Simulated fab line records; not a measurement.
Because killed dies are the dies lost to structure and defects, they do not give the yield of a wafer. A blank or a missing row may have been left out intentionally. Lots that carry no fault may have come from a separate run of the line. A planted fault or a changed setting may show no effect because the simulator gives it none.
Lot-split experiment -- flow n5 finfet -- route with 1938 steps; 7 lots, 21 wafers read

ABOUT THE SPLIT
At N5_BEOL_M8_TRENCH_ETCH_37 (etches SiCOH lowk in C4F6/O2, target depth 93.478 nm, time 31.2 s), the setting bias w was moved away from the recipe's 185 W on 5 of the 21 wafers read, by -12.3% to +17.1%. The other wafers ran this setting at the recipe's value.

Reading taken at the split's own step.

THE READING
rf vpp V, in V, at N5_BEOL_M8_TRENCH_ETCH_37 (etches SiCOH lowk in C4F6/O2, target depth 93.478 nm, time 31.2 s). A value of 661 V with a standard deviation of 11 V is what fault-free wafers of this fab line usually give.

wafer,"tool, chamber at the split","bias w as run, W",against the recipe,"rf vpp V, V",against lot-mates on the recipe
L074.2,"rie diel-01, 3",162.2,-12.3%,592,-72
L074.4,"rie diel-01, 1",185,recipe,654,-
L074.6,"rie diel-01, 2",185,recipe,674,-
L075.2,"rie diel-01, 0",185,recipe,652,-
L075.4,"rie diel-01, 1",185,recipe,655,-
L075.6,"rie diel-01, 1",185,recipe,656,-
L082.3,"rie diel-06, 1",201.9,+9.1%,727,+65
L082.4,"rie diel-06, 3",201.9,+9.1%,705,+43
L082.6,"rie diel-06, 2",185,recipe,662,-
L084.3,"rie diel-02, 0",206.7,+11.7%,705,+44
L084.4,"rie diel-02, 3",185,recipe,653,-
L084.6,"rie diel-02, 2",185,recipe,670,-
L086.1,"rie diel-06, 0",185,recipe,640,-
L086.2,"rie diel-06, 3",185,recipe,656,-
L086.6,"rie diel-06, 2",185,recipe,664,-
L095.1,"rie diel-02, 3",185,recipe,662,-
L095.4,"rie diel-02, 0",185,recipe,644,-
L095.6,"rie diel-02, 2",185,recipe,668,-
L093.1,"rie diel-06, 0",185,recipe,640,-
L093.2,"rie diel-06, 3",185,recipe,657,-
L093.4,"rie diel-06, 1",216.7,+17.1%,768,+120

FIT RESULTS
A straight line over all 21 wafers: rf vpp V changes by +5.78 V for each +1% of bias w; r = +0.95; the points scatter about the line by 11 V.
The same after taking each lot's own level away (the mean of its wafers on the recipe; 21 wafers): +5.93 V for each +1%; r = +0.95; scatter 11 V.
Per that fit: largest bias w move, reading shift of 1e+02 V.
Measured against the standard deviation above, the lots' own levels, which go from 648.5 to 664.0 V, span 1.4 times it.
The two slopes are in agreement: the lot-to-lot level therefore moves the slope only a little.
Check: +89.3 V against its lot-mates is what the line predicts for one of the wafers moved furthest among these (+17.1%) when that wafer is left out of the fit. Against them it came out at +120 V.
Tool readings at the split's step, against how far the setting was moved: rf vpp V r = +0.95.

THESE WAFERS: OTHER SPLITS
These wafers also went through other splits before the reading. Each is held against what the fit with the lots' levels taken away leaves over:
other split on the same wafers,wafers away from the commonest value,r with rf vpp V (lot level and that fit taken away)
N5_BEOL_M6_EXPOSE_08 dose mj,7,+0.02
N5_BEOL_M6_ETCH_62 time s,8,-0.03
N5_BEOL_M7_PECVD_70 temp c,10,+0.02
N5_BEOL_M7_COAT_05 spin rpm,8,-0.10
N5_BEOL_M7_VIA_ETCH_34 time s,6,-0.23
N5_BEOL_M7_TRENCH_ETCH_37 bias w,8,+0.23
N5_BEOL_M8_ETCH_65 source w,9,-0.08

FILE'S OWN FIT
rf vpp V changes by +5.91 V for each +1% of bias w, r = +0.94.
